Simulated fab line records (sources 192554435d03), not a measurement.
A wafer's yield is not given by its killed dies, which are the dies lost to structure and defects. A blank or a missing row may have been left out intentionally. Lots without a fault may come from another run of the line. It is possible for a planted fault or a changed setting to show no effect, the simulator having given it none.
Matching of chambers ; flow n5Finfet ; N5_BEOL_M3_VIA_ETCH_34 on rieDiel-05 has 4 sister chambers
The step etches the open film in C4F6/O2, target depth 69.4 nm, time 65.9 s. 18 wafers are shown with their chamber, then 9 later ones without.

== WAFERS WITH THEIR CHAMBER ==
wafer;chamber;throttleValvePct (%);rfVppV (V);showerheadPlenumPTorr (Torr)
L075.2;0;30.4;685;3.00
L075.5;0;30.4;686;3.00
L075.6;3;31.6;636;2.75
L080.1;1;30.6;674;2.83
L080.4;2;30.7;652;2.81
L080.6;0;30.4;683;3.00
L081.2;2;30.7;650;2.80
L081.4;0;30.4;685;2.99
L081.6;3;31.6;637;2.75
L087.3;3;31.6;637;2.75
L087.4;1;30.6;673;2.82
L087.6;1;30.6;674;2.82
L090.1;3;31.7;637;2.74
L090.2;1;30.6;672;2.82
L090.4;2;30.7;651;2.80
L091.2;1;30.6;673;2.81
L091.3;3;31.7;638;2.74
L091.5;3;31.7;635;2.74

SIGNATURES (averages over the wafers above)
reading;chamber 0;chamber 1;chamber 2;chamber 3;scatter within a chamber
throttleValvePct;30.400;30.600;30.700;31.650;0.0327
rfVppV;684.75;673.20;651.00;636.67;1.03
showerheadPlenumPTorr;2.9975;2.8200;2.8033;2.7450;0.00593
Rule: for each reading, subtract the chamber's mean from the wafer's reading, divide by that reading's scatter and square the result; add these up over the readings and take the root, which gives the wafer's distance from the chamber. The wafer belongs to the nearest chamber; if the next one is less than 2 further off, it can't be placed. The scatter is the square root of a quotient: the sum, over the shown wafers, of each reading's squared deviation from its chamber's mean, divided by wafers minus chambers.

== WAFERS WITH NO CHAMBER GIVEN ==
wafer;throttleValvePct (%);rfVppV (V);showerheadPlenumPTorr (Torr)
L093.3;30.6;652;2.79
L093.4;30.6;673;2.81
L093.6;31.7;636;2.74
L095.1;30.6;673;2.81
L095.3;30.4;683;2.98
L095.6;30.7;674;2.81
L097.1;30.6;651;2.79
L097.4;30.4;682;2.98
L097.5;30.7;673;2.81

== EACH ONE'S CHAMBER ==
wafer;from the rows above;in truth
L093.3;2;2
L093.4;1;1
L093.6;3;3
L095.1;1;1
L095.3;0;0
L095.6;1;1
L097.1;2;2
L097.4;0;0
L097.5;1;1
Correct placement for 9 of the 9. Number that these rows cannot place: 0. Placed wrongly: 0.
